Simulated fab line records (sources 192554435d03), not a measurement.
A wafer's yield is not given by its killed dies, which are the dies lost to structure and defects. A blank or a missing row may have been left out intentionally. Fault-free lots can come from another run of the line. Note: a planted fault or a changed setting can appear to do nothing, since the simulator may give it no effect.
Which of the tools did it? || flow n5_finfet || Sampling: 10 lots, 28 wafers, 5 of 1938 route steps

== WHAT EACH GAUGE READ, for each wafer ==
N5_BEOL_M4_RC_MEAS_101.
{"lot": "L866", "measured": "day 11 02:30", "on": "prober-01", "DIBL_N (mV/V)": "37.5 38.0 35.9"}
{"lot": "L868", "measured": "day 10 23:08", "on": "prober-02", "DIBL_N (mV/V)": "36.3 35.5 35.1"}
{"lot": "L867", "measured": "day 10 07:59", "on": "prober-02", "DIBL_N (mV/V)": "36.1 36.0 37.7"}
{"lot": "L871", "measured": "day 11 20:26", "on": "prober-02", "DIBL_N (mV/V)": "34.8 35.6 34.6"}
{"lot": "L875", "measured": "day 12 12:49", "on": "prober-02", "DIBL_N (mV/V)": "33.9 35.7 36.5"}
{"lot": "L876", "measured": "day 12 22:53", "on": "prober-02", "DIBL_N (mV/V)": "32.9 36.3"}
{"lot": "L878", "measured": "day 12 23:25", "on": "prober-01", "DIBL_N (mV/V)": "33.9 36.5"}
{"lot": "L884", "measured": "day 14 23:49", "on": "prober-01", "DIBL_N (mV/V)": "36.1 38.2 34.3"}
{"lot": "L885", "measured": "day 15 02:43", "on": "prober-01", "DIBL_N (mV/V)": "33.6 33.7 33.3"}
{"lot": "L886", "measured": "day 15 08:19", "on": "prober-01", "DIBL_N (mV/V)": "34.3 36.6 34.5"}

== EACH LOT AND THE TOOL THAT RAN IT (in order: tool; ch and the chambers of the sampled wafers; start) ==
{"lot": "L866", "N5_BEOL_M1_SPUTTER_90": "pvd_sputter-02, day 6 23:53", "N5_BEOL_M1_SPUTTER_92": "pvd_sputter-02, day 7 00:07", "N5_BEOL_M1_CO_CAP_55": "cvd_co-02 ch 0,1, day 7 01:34", "N5_BEOL_M2_ETCH_63": "rie_diel-04 ch 0,1,3, day 7 03:52"}
{"lot": "L868", "N5_BEOL_M1_SPUTTER_90": "pvd_sputter-01, day 7 02:11", "N5_BEOL_M1_SPUTTER_92": "pvd_sputter-01, day 7 02:24", "N5_BEOL_M1_CO_CAP_55": "cvd_co-01 ch 0,2, day 7 04:02", "N5_BEOL_M2_ETCH_63": "rie_diel-03 ch 0,2, day 7 05:22"}
{"lot": "L867", "N5_BEOL_M1_SPUTTER_90": "pvd_sputter-02, day 7 06:25", "N5_BEOL_M1_SPUTTER_92": "pvd_sputter-02, day 7 06:38", "N5_BEOL_M1_CO_CAP_55": "cvd_co-01 ch 0,1,2, day 7 10:51", "N5_BEOL_M2_ETCH_63": "rie_diel-03 ch 0,1, day 7 14:37"}
{"lot": "L871", "N5_BEOL_M1_SPUTTER_90": "pvd_sputter-02, day 8 12:51", "N5_BEOL_M1_SPUTTER_92": "pvd_sputter-02, day 8 13:04", "N5_BEOL_M1_CO_CAP_55": "cvd_co-01 ch 0,1,2, day 8 16:20", "N5_BEOL_M2_ETCH_63": "rie_diel-04 ch 0,2, day 8 18:05"}
{"lot": "L875", "N5_BEOL_M1_SPUTTER_90": "pvd_sputter-02, day 9 08:34", "N5_BEOL_M1_SPUTTER_92": "pvd_sputter-02, day 9 08:47", "N5_BEOL_M1_CO_CAP_55": "cvd_co-02 ch 0,2, day 9 10:17", "N5_BEOL_M2_ETCH_63": "rie_diel-04 ch 2,3, day 9 13:09"}
{"lot": "L876", "N5_BEOL_M1_SPUTTER_90": "pvd_sputter-02, day 9 15:31", "N5_BEOL_M1_SPUTTER_92": "pvd_sputter-02, day 9 15:44", "N5_BEOL_M1_CO_CAP_55": "cvd_co-02 ch 0, day 9 17:02", "N5_BEOL_M2_ETCH_63": "rie_diel-04 ch 0,1, day 9 19:19"}
{"lot": "L878", "N5_BEOL_M1_SPUTTER_90": "pvd_sputter-03, day 9 22:46", "N5_BEOL_M1_SPUTTER_92": "pvd_sputter-03, day 9 22:59", "N5_BEOL_M1_CO_CAP_55": "cvd_co-02 ch 0,1, day 10 00:20", "N5_BEOL_M2_ETCH_63": "rie_diel-04 ch 1,2, day 10 02:03"}
{"lot": "L884", "N5_BEOL_M1_SPUTTER_90": "pvd_sputter-02, day 11 06:34", "N5_BEOL_M1_SPUTTER_92": "pvd_sputter-02, day 11 06:47", "N5_BEOL_M1_CO_CAP_55": "cvd_co-02 ch 0,1,2, day 11 08:08", "N5_BEOL_M2_ETCH_63": "rie_diel-01 ch 2,3, day 11 10:37"}
{"lot": "L885", "N5_BEOL_M1_SPUTTER_90": "pvd_sputter-03, day 11 16:05", "N5_BEOL_M1_SPUTTER_92": "pvd_sputter-03, day 11 16:18", "N5_BEOL_M1_CO_CAP_55": "cvd_co-02 ch 0,1,2, day 11 17:36", "N5_BEOL_M2_ETCH_63": "rie_diel-03 ch 2,3, day 11 20:49"}
{"lot": "L886", "N5_BEOL_M1_SPUTTER_90": "pvd_sputter-02, day 11 18:44", "N5_BEOL_M1_SPUTTER_92": "pvd_sputter-02, day 11 18:58", "N5_BEOL_M1_CO_CAP_55": "cvd_co-02 ch 1,2, day 11 20:16", "N5_BEOL_M2_ETCH_63": "rie_diel-03 ch 0,3, day 11 21:41"}
- N5_BEOL_M1_SPUTTER_90: material Cu, target thk 4.5 nm, time 8.29 s.
- N5_BEOL_M1_SPUTTER_92: material Cu, target thk 4.5 nm, time 8.29 s.
- N5_BEOL_M1_CO_CAP_55: material Co, precursor CCTBA/H2, target thk 2 nm, time 102.1 s.
- N5_BEOL_M2_ETCH_63: etches SiARC in CF4, target depth 15.6 nm, time 26 s.

== THE ANSWER, worked out from the rows above alone ==
Rule: the usual values come from the lots themselves. Put in order of their means at a reading, lots are off if they are a third of the lots or fewer, leave a main group of 4 or more, and stand apart from it by a gap of 3 or more times the standard deviation of the main group's means; of several such gaps the widest counts. Not used: any main group whose means are identical at the precision the tables above print for the reading. Also off: a lot with no number at a reading for which 4 or more lots have one. Any other lot the step has rows for is counted as sound.
No lot is off at any reading shown: from this, nothing can be told.

== WHAT THE SIMULATOR HAD PUT IN ==
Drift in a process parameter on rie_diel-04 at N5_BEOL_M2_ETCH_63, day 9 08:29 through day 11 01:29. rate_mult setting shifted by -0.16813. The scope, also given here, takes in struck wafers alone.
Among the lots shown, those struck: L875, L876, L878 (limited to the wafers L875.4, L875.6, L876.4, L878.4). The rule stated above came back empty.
